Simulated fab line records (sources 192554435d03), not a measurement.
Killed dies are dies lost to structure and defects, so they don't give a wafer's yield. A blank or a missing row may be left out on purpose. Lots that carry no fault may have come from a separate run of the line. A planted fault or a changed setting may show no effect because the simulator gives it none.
Comparing a struck lot with a sound one :: flow n5Finfet :: 15 steps out of a route of 1938
Sound: wafers L442.1, L442.2, L442.6. Struck: wafer L437.2. (L437.5 of the same lot was not struck and is left out.) The cause comes at the end.
Order at every step that has rows: each side's tool, ch and its chambers, its first start. Under that, the readings that differ: sound wafers :: struck wafers :: difference of the means :: sigmas: that difference in standard deviations of wafers without a fault.
alike: readings whose means differ by less than 2 such deviations, and words and numbers that are the same on both sides. not compared: withheld readings, readings that some wafer has no value for, bounds like >300 that may hide the same value, and numbers for which the record gives no deviation and whose values overlap.
Wherever a step has rows on one side only, a row that says differs or no value, or a row with sigmas, the two part there. Numbers that don't overlap but have no deviation are shown without sigmas and don't part them. Lack of a reading on every wafer of one side parts them only where that side has two or more wafers.

first, 7 steps without rows for these wafers: N5_PASSIVATION_COAT_04; N5_PASSIVATION_EBR_06; N5_PASSIVATION_SOFTBAKE_05 (time 90 s); N5_PASSIVATION_EXPOSE_07 (exposes mask TV, defocus 0 nm, target cd 3000 nm); N5_PASSIVATION_PEB_08; N5_PASSIVATION_DEVELOP_09 (develop time 60 s); N5_PASSIVATION_HARDBAKE_11 (time 120 s).
N5_PASSIVATION_CD_MEAS_10: target cd 3000 nm.
  sound on cdSem-02 ch 0, day 16 08:32; struck on cdSem-01 ch 0, day 16 07:20
  alike: cdNm
N5_PASSIVATION_OVL_MEAS_60:
  sound on overlay-01 ch 0, day 16 08:34; struck on overlay-01 ch 0, day 16 07:22
  alike: TV_OVL
N5_PASSIVATION_INSPECT_61: inspects for defects (macro).
  sound on defectInspect-02, day 16 08:35; struck on defectInspect-01, day 16 07:23
  alike: rawDefectCount
N5_PASSIVATION_DESCUM_12: chemistry O2, time 7.9 s.
  sound on rieDiel-02 ch 0,1,2, day 16 08:37; struck on rieDiel-03 ch 3, day 16 07:25
  alike: chamberPressureMTorr, drypumpMotorCurrentA, oesProductAu, rfVppV, showerheadPlenumPTorr, throttleValvePct
  not compared: rfHoursCounterH
N5_PASSIVATION_PASS_ETCH_74: etches SiNx in CF4/O2, target depth 220 nm, time 110 s.
  sound on rieDiel-02 ch 0,1,2, day 16 08:41; struck on rieDiel-03 ch 3, day 16 07:29
  alike: chamberPressureMTorr, drypumpMotorCurrentA, mfcArSccm, oesProductAu, rfVppV, showerheadPlenumPTorr, throttleValvePct
  not compared: rfHoursCounterH
N5_PASSIVATION_VIA_ETCH_13: etches SiO2 in CHF3/O2, target depth 660 nm, time 330 s.
  sound on rieDiel-02 ch 0,1,2, day 16 08:47; struck on rieDiel-03 ch 3, day 16 07:34
reading: etchRfOnTimeS (s)
sound: 226 237 240
struck: 162
difference: -72
sigmas: -18
  alike: chamberPressureMTorr, drypumpMotorCurrentA, mfcArSccm, oesProductAu, rfVppV, showerheadPlenumPTorr, throttleValvePct
  not compared: rfHoursCounterH
N5_PASSIVATION_STRIP_14: strips in O2.
  sound on rieDiel-02 ch 0,1,2, day 16 08:59; struck on rieDiel-03 ch 3, day 16 07:46
  alike: chamberPressureMTorr, drypumpMotorCurrentA, oesProductAu, rfVppV, showerheadPlenumPTorr, throttleValvePct
  not compared: rfHoursCounterH
N5_PASSIVATION_PROBE_49:
  sound on prober-01, day 16 16:20; struck on prober-02, day 16 14:25
  alike: defectLimitedYield, killed_at_M0_to_M3, killed_at_M4_up, killedAtContacts, killedAtFrontEnd, killedAtOther, killedDies, killedOnRim, killedOpen, killedShort, sort_bin_5_function, sort_bin_6_memory, sort_bin_8_speed, sortNPass, sortYieldPct

WHERE THEY PART
Only at N5_PASSIVATION_VIA_ETCH_13, within this record. Later steps at which nothing parts them and some readings are alike: N5_PASSIVATION_STRIP_14, N5_PASSIVATION_PROBE_49.

WHY: what the simulator had put in
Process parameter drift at N5_PASSIVATION_VIA_ETCH_13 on rieDiel-03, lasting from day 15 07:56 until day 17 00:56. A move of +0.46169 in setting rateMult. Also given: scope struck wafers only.
